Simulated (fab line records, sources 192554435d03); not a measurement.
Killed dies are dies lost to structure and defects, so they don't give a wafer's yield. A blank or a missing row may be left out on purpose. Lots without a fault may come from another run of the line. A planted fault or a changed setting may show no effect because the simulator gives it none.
Chamber matching | flow n5_finfet | N5_DUMMY_GATE_ETCH_29 on rie_diel-06: 4 sister chambers
The step etches underlayer in N2/H2, target depth 13 nm. 8 wafers are shown with their chamber, then 7 later ones without.

WAFERS WITH THEIR CHAMBER
wafer  | chamber | showerhead_plenum_p_Torr (Torr) | throttle_valve_pct (%)
L075.3 | 2       | 2.66                            | 17.83
L079.1 | 2       | 2.66                            | 17.84
L079.6 | 3       | 2.70                            | 17.34
L084.1 | 3       | 2.69                            | 17.38
L084.2 | 1       | 2.52                            | 17.98
L084.6 | 0       | 2.53                            | 18.06
L087.1 | 0       | 2.53                            | 18.08
L087.5 | 1       | 2.52                            | 18.00

WAFERS WITHOUT THEIR CHAMBER
wafer  | showerhead_plenum_p_Torr (Torr) | throttle_valve_pct (%)
L087.6 | 2.53                            | 18.09
L091.1 | 2.69                            | 17.39
L091.4 | 2.52                            | 18.11
L091.5 | 2.52                            | 18.00
L093.1 | 2.52                            | 18.13
L093.4 | 2.52                            | 18.02
L093.6 | 2.65                            | 17.88

WHICH CHAMBER EACH WENT THROUGH
wafer  | from the rows above | in truth
L087.6 | 0                   | 0
L091.1 | 3                   | 3
L091.4 | 0                   | 0
L091.5 | 1                   | 1
L093.1 | 0                   | 0
L093.4 | 1                   | 1
L093.6 | 2                   | 2
Placed correctly: 7 of 7. Can't be placed from these rows: 0. Placed wrongly: 0.
How it was worked out, from the rows above alone: a wafer's distance from a chamber is the root of the sum, over the readings, of the square of ((its reading less the chamber's mean) divided by the reading's scatter). The wafer belongs to the nearest chamber; if the next one is less than 2 further off, it can't be placed. A chamber's mean is the mean of its shown wafers. The scatter: the root of (the sum of the squares of (reading less its chamber's mean) over the shown wafers, divided by (wafers less chambers)).
